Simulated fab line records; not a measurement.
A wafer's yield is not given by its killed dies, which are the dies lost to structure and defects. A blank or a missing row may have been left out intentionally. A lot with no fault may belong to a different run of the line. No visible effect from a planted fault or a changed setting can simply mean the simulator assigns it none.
2 desks, one fault + flow n5Finfet + only its own numbers are on each desk; what lay behind them is given at the end

## DESK OF THE TOOL OWNER: pecvd-01
The tool's own readings at N5_BEOL_M4_ILD_DEP_00 (deposits SiOC from DEMS/O2, target thk 79 nm, time 15.3 s): means of the sampled wafers that have a number, for each lot that ran on this tool. Marked OUT: a lot whose mean sits more than 4 standard deviations from the usual mean, which makes it out of limits; the brackets give that distance.
Columns: A = chamberPressureTorr at N5_BEOL_M4_ILD_DEP_00, usual 5.000 Torr; B = heaterPowerW at N5_BEOL_M4_ILD_DEP_00, usual 477 W; C = showerheadPlenumPTorr at N5_BEOL_M4_ILD_DEP_00, usual 5.696 Torr; D = throttleValvePct at N5_BEOL_M4_ILD_DEP_00, usual 11.8 %
| lot  | first seen here | A     | B   | C     | D    |
|------|-----------------|-------|-----|-------|------|
| L343 | day 7 15:39     | 4.996 | 480 | 5.700 | 11.8 |
| L346 | day 8 21:01     | 5.016 | 529 | 5.714 | 12.2 |
| L345 | day 8 21:32     | 4.998 | 431 | 5.700 | 12.0 |
| L348 | day 9 03:05     | 5.008 | 430 | 5.695 | 12.2 |
| L354 | day 10 19:56    | 4.998 | 497 | 5.692 | 11.8 |
| L357 | day 11 07:33    | 5.000 | 523 | 5.690 | 11.8 |
This desk's finding: nothing out of limits on any of the 6 lots.

## FROM THE METROLOGY DESK
Means of the sampled wafers that have a number, per lot and without regard to the tool the lot ran on: this is what the gauges read. Marked OUT: a lot whose mean sits more than 4 standard deviations from the usual mean, which makes it out of limits; the brackets give that distance. Only the readings that lie furthest out on some lot appear, 7 of the 11 it has.
Columns: A = M4_ILD_THK at N5_BEOL_M4_THK_MEAS_01, usual 78.7 nm; B = DIBL_N at N5_BEOL_M4_RC_MEAS_101, usual 35.8 mV/V; C = IOFF_N at N5_BEOL_M4_RC_MEAS_101, usual 0.148 nA/um; D = IOFF_P at N5_BEOL_M4_RC_MEAS_101, usual 0.20 nA/um; E = ION_P at N5_BEOL_M4_RC_MEAS_101, usual 462 uA/um; F = SS_N at N5_BEOL_M4_RC_MEAS_101, usual 71.2 mV/dec; G = VT_P at N5_BEOL_M4_RC_MEAS_101, usual -251 mV
| lot  | first seen here | A    | B    | C     | D    | E   | F    | G    |
|------|-----------------|------|------|-------|------|-----|------|------|
| L343 | day 7 15:43     | 79.0 | 35.1 | 0.158 | 0.21 | 468 | 71.8 | -248 |
| L344 | day 8 17:01     | 79.0 | 37.2 | 0.151 | 0.22 | 467 | 71.2 | -248 |
| L346 | day 8 21:05     | 79.4 | 37.4 | 0.159 | 0.20 | 463 | 71.7 | -252 |
| L345 | day 8 21:36     | 79.0 | 36.1 | 0.159 | 0.19 | 463 | 71.3 | -255 |
| L348 | day 9 03:10     | 78.9 | 37.9 | 0.181 | 0.25 | 475 | 71.7 | -244 |
| L354 | day 10 20:01    | 77.1 | 38.2 | 0.199 | 0.28 | 465 | 72.7 | -244 |
| L357 | day 11 07:38    | 78.1 | 35.0 | 0.139 | 0.18 | 458 | 71.2 | -254 |
| L359 | day 11 18:37    | 78.6 | 36.6 | 0.158 | 0.20 | 461 | 71.7 | -252 |
| L360 | day 12 00:50    | 79.2 | 36.4 | 0.148 | 0.18 | 456 | 71.3 | -254 |
| L364 | day 13 03:11    | 78.5 | 35.0 | 0.157 | 0.20 | 470 | 70.7 | -248 |
This desk's finding: nothing out of limits on any of the 10 lots.

## PUT TOGETHER
The tool owner's desk saw nothing out of limits.
From the metrology desk's view, nothing was out of limits.

## WHAT THE SIMULATOR PUT IN
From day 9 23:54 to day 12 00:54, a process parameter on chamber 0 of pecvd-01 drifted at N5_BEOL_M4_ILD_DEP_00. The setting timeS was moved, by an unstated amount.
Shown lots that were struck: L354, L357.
